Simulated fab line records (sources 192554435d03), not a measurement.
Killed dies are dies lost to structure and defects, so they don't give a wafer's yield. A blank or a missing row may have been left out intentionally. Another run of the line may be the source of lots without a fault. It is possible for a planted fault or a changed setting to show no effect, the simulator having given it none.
A struck lot beside a sound one || flow n5Finfet || 39 out of 1938 route steps
Sound: these wafers, L964.2, L964.3, L964.6. Struck: wafer L970.4. (L970.2 of the same lot was not struck and is left out.) The cause comes at the end.
At each step with rows: each side's tool, then ch and its chambers, then its first start. Under that, the readings that differ: sound wafers || struck wafers || difference of the means || sigmas: that difference in standard deviations of wafers without a fault.
alike: words and numbers the same on both sides, and readings whose means are apart by under 2 such deviations; not compared: readings that were withheld, readings missing a value for some wafer, numbers with overlapping values and no deviation given by the record, and bounds like >300 which may hide the same value.
Wherever a step has rows on one side only, a row that says differs or no value, or a row with sigmas, the two part there. Non-overlapping numbers with no deviation appear without sigmas and do not part them. A reading missing from all wafers of one side parts the sides only when that side holds two or more wafers.

first, 11 steps without rows for these wafers: N5_FIN_SAQP_SPACER1_ETCHBACK_25 (etches SiO2 in CHF3/O2, target depth 24.4 nm, time 12.2 s); N5_FIN_SAQP_MANDREL1_REMOVE_56 (chemistry HBr/Cl2/O2, target a-Si, stops on SiNx, bt time 10 s); N5_FIN_SAQP_ETCH_57 (etches SiNx in CH3F/O2, target depth 32.5 nm, time 46.4 s); N5_FIN_SAQP_ETCH_65 (etches SiO2 in CF4, target depth 4 nm, time 4.4 s); N5_FIN_SAQP_MANDREL_ETCH_58 (etches a-Si in HBr/Cl2, stops on SiNx, target depth 45 nm, bt time 10 s, time 27 s); N5_FIN_SAQP_RECESS_63 (chemistry HF/NH3, target SiO2, target depth 18 nm, afs cycles 3, sublimation time 60 s); N5_FIN_SAQP_COAT_68 (time 60 s, resist thk 100 nm); N5_FIN_SAQP_ETCH_69 (etches SOC in N2/H2, stops on SiNx, target depth 150 nm); N5_FIN_SAQP_ETCH_67 (etches SiNx in CH3F/O2, target depth 30 nm); N5_FIN_SAQP_STRIP_70 (strips in N2/H2); N5_FIN_SAQP_RECESS_71 (chemistry HF/NH3, target SiO2, target depth 3 nm, afs cycles 1, sublimation time 60 s).
N5_FIN_SAQP_SPACER2_ALD_28: deposits SiO2, target thk 8.1 nm, pulse time 1 s, purge time 2 s.
  sound on aldSin-02 ch 2,3, day 2 10:10; struck on aldSin-02 ch 0, day 3 19:08
{"reading": "model.SiO2_of_FIN_SAQP_SPACER2_ALD_28.thkNm (nm)", "sound": "8.2 8.2 8", "struck": 10.6, "difference": "+2.5", "sigmas": ""}
  alike: heaterPowerW, precursorPulseHeightRel
then, 1 step without rows for these wafers: N5_FIN_SAQP_SPACER2_ETCHBACK_29 (etches SiO2 in CHF3/O2, target depth 12.2 nm, time 6.1 s).
N5_FIN_SAQP_MANDREL2_REMOVE_60: chemistry HBr/Cl2/O2, target a-Si, stops on SiNx, bt time 10 s.
  sound on rieSi-03 ch 0,2, day 2 10:36; struck on rieSi-05 ch 1, day 3 19:32
{"reading": "model.FIN_SAQP.cdNm (nm)", "sound": "8.2 8.2 8.2", "struck": 10.6, "difference": "+2.4", "sigmas": ""}
  alike: drypumpMotorCurrentA, oesProductAu, throttleValvePct
  not compared: rfHoursCounterH
N5_FIN_SAQP_CD_MEAS_31: target cd 8 nm.
  sound on cdSem-03 ch 0, day 2 10:43; struck on cdSem-02 ch 0, day 3 19:39
{"reading": "cdNm (nm)", "sound": "7.80 7.94 8.02", "struck": 10.20, "difference": "+2.28", "sigmas": "+11"}
then, 3 steps without rows for these wafers: N5_FIN_SAQP_HM_OPEN_33 (chemistry CH3F/O2, target SiNx, target depth 49.4 nm, time 70.6 s); N5_FIN_SAQP_ETCH_34 (etches SiO2 in C4F6/O2, target depth 45 nm, time 15 s); N5_FIN_SAQP_STRIP_77 (strips in N2/H2, time 90 s).
N5_FIN_SAQP_HM_CD_35: target cd 8 nm.
  struck on cdSem-01, day 3 19:55; sound on cdSem-03, day 2 10:59
{"reading": "cdNm (nm)", "sound": "8.15 8.47 8.12", "struck": 10.11, "difference": "+1.86", "sigmas": "+8"}
then, 1 step without rows for these wafers: N5_FIN_SAQP_ETCH_64 (etches SiO2 in CF4, target depth 1.5 nm).
N5_FIN_SAQP_FIN_ETCH_36: etches the open film in HBr/Cl2/O2, target depth 120 nm, time 50.4 s.
  sound on rieSi-01 ch 0,1,2, day 2 11:03; struck on rieSi-01 ch 3, day 3 19:59
{"reading": "model.FIN_SAQP.cdNm (nm)", "sound": "8.2 8.2 8", "struck": 10.6, "difference": "+2.5", "sigmas": ""}
  alike: drypumpMotorCurrentA, oesProductAu, throttleValvePct
  not compared: rfHoursCounterH
N5_FIN_SAQP_CD_MEAS_37: target cd 8 nm.
  struck on cdSem-01, day 3 20:07; sound on cdSem-02, day 2 11:10
{"reading": "cdNm (nm)", "sound": "7.83 8.32 8.00", "struck": 10.61, "difference": "+2.56", "sigmas": "+12"}
then, 14 steps without rows for these wafers: N5_FIN_SAQP_PRECLEAN_38 (cleans in O3/DIW, time 45 s); N5_FIN_SAQP_PRECLEAN_45 (cleans in dHF, time 10 s); N5_FIN_SAQP_SRD_39 (time 30 s); N5_FIN_CUT_COAT_18 (time 60 s, resist thk 230 nm); N5_FIN_CUT_COAT_19 (time 60 s, resist thk 20 nm); N5_FIN_CUT_COAT_29 (time 60 s, resist thk 10 nm); N5_FIN_CUT_COAT_02 (resist thk 30 nm); N5_FIN_CUT_EBR_04; N5_FIN_CUT_SOFTBAKE_03 (time 60 s); N5_FIN_CUT_EXPOSE_05 (exposes mask FIN CUT); N5_FIN_CUT_PEB_06 (peb time 60 s); N5_FIN_CUT_DEVELOP_07 (develop time 30 s); N5_FIN_CUT_DESCUM_13 (chemistry O2, time 7 s); N5_FIN_CUT_ETCH_30 (etches underlayer in N2/H2, target depth 13 nm, time 10.4 s).
N5_STI_FIN_REVEAL_CD_MEAS_22: target cd 6.238 nm, pitch 28 nm.
  struck on cdSem-03, day 4 06:33; sound on cdSem-02, day 2 21:35
{"reading": "cdNm (nm)", "sound": "6.22 5.93 6.40", "struck": 8.80, "difference": "+2.62", "sigmas": "+11"}
-- here the record skips 6 days between the struck wafers' starts before and after, leaving off in module STI_FIN_REVEAL and picking up in module BEOL_M4 (first step shown: number 1111 of the route) --
N5_BEOL_M4_RC_MEAS_101:
  sound on prober-02 ch 0, day 8 04:36; struck on prober-02 ch 0, day 10 04:13
{"reading": "DIBL_N (mV/V)", "sound": "36.5 36.8 35.9", "struck": 49.8, "difference": "+13.4", "sigmas": "+10"}
{"reading": "DIBL_P (mV/V)", "sound": "35.3 35.4 35.0", "struck": 54.5, "difference": "+19.3", "sigmas": "+11"}
{"reading": "IOFF_N (nA/um)", "sound": "0.150 0.157 0.145", "struck": 1.222, "difference": "+1.071", "sigmas": "+49"}
{"reading": "IOFF_N_85C (nA/um)", "sound": "3.0 3.1 2.9", "struck": 17.0, "difference": "+14.0", "sigmas": "+39"}
{"reading": "IOFF_N_LIN (nA/um)", "sound": "0.072 0.074 0.070", "struck": 0.404, "difference": "+0.332", "sigmas": "+40"}
{"reading": "IOFF_P (nA/um)", "sound": "0.178 0.186 0.176", "struck": 0.964, "difference": "+0.784", "sigmas": "+31"}
{"reading": "IOFF_P_85C (nA/um)", "sound": "3.2 3.3 3.2", "struck": 13.2, "difference": "+10.0", "sigmas": "+28"}
{"reading": "IOFF_P_LIN (nA/um)", "sound": "0.086 0.089 0.085", "struck": 0.298, "difference": "+0.211", "sigmas": "+22"}
{"reading": "ION_N (uA/um)", "sound": "675 673 675", "struck": 771, "difference": "+97", "sigmas": "+10"}
{"reading": "ION_P (uA/um)", "sound": "458 457 455", "struck": 504, "difference": "+47", "sigmas": "+7"}
{"reading": "SS_N (mV/dec)", "sound": "71.1 71.5 72.2", "struck": 74.4, "difference": "+2.8", "sigmas": "+5"}
{"reading": "SS_P (mV/dec)", "sound": "73.0 73.1 73.3", "struck": 78.5, "difference": "+5.4", "sigmas": "+9"}
{"reading": "VT_N (mV)", "sound": "250.9 250.9 251.1", "struck": 216.7, "difference": -34.3, "sigmas": -12}
{"reading": "VT_N_LVT (mV)", "sound": "97.0 96.8 97.4", "struck": 63.0, "difference": -34.1, "sigmas": -12}
{"reading": "VT_P (mV)", "sound": "-253.4 -253.5 -253.7", "struck": -232.4, "difference": "+21.1", "sigmas": "+8"}
{"reading": "VT_P_LVT (mV)", "sound": "-101.8 -101.4 -101.3", "struck": -78.6, "difference": "+22.9", "sigmas": "+8"}
-- a jump in the record: the struck wafers' starts before and after are 5 days apart (it breaks off in module BEOL_M4 and resumes in module PASSIVATION, where the first step shown is number 1936 of the route) --
N5_PASSIVATION_PROBE_49:
  struck on prober-01, day 15 00:39; sound on prober-01, day 12 08:32
{"reading": "killedShort", "sound": "18 48 28", "struck": 50, "difference": "+19", "sigmas": "+2"}
{"reading": "sort_bin_4_leakage (%)", "sound": "0 0 0", "struck": 90.00, "difference": "+90.00", "sigmas": ""}
{"reading": "sort_bin_5_function (%)", "sound": "3.5 5.4 3.8", "struck": 5.9, "difference": "+1.7", "sigmas": "+2"}
{"reading": "sortNPass", "sound": "1105 1061 1105", "struck": 0, "difference": -1090, "sigmas": -73}
{"reading": "sortYieldPct (%)", "sound": "93.6 89.9 93.6", "struck": 0, "difference": -92, "sigmas": -71}
  alike: defectLimitedYield, killed_at_M0_to_M3, killed_at_M4_up, killedAtContacts, killedAtFrontEnd, killedAtOther, killedDies, killedOnRim, killedOpen, sort_bin_6_memory

## WHERE THEY PART
Earliest at N5_FIN_SAQP_CD_MEAS_31; latest, in this record, at N5_PASSIVATION_PROBE_49.

WHY: the cause the simulator had injected
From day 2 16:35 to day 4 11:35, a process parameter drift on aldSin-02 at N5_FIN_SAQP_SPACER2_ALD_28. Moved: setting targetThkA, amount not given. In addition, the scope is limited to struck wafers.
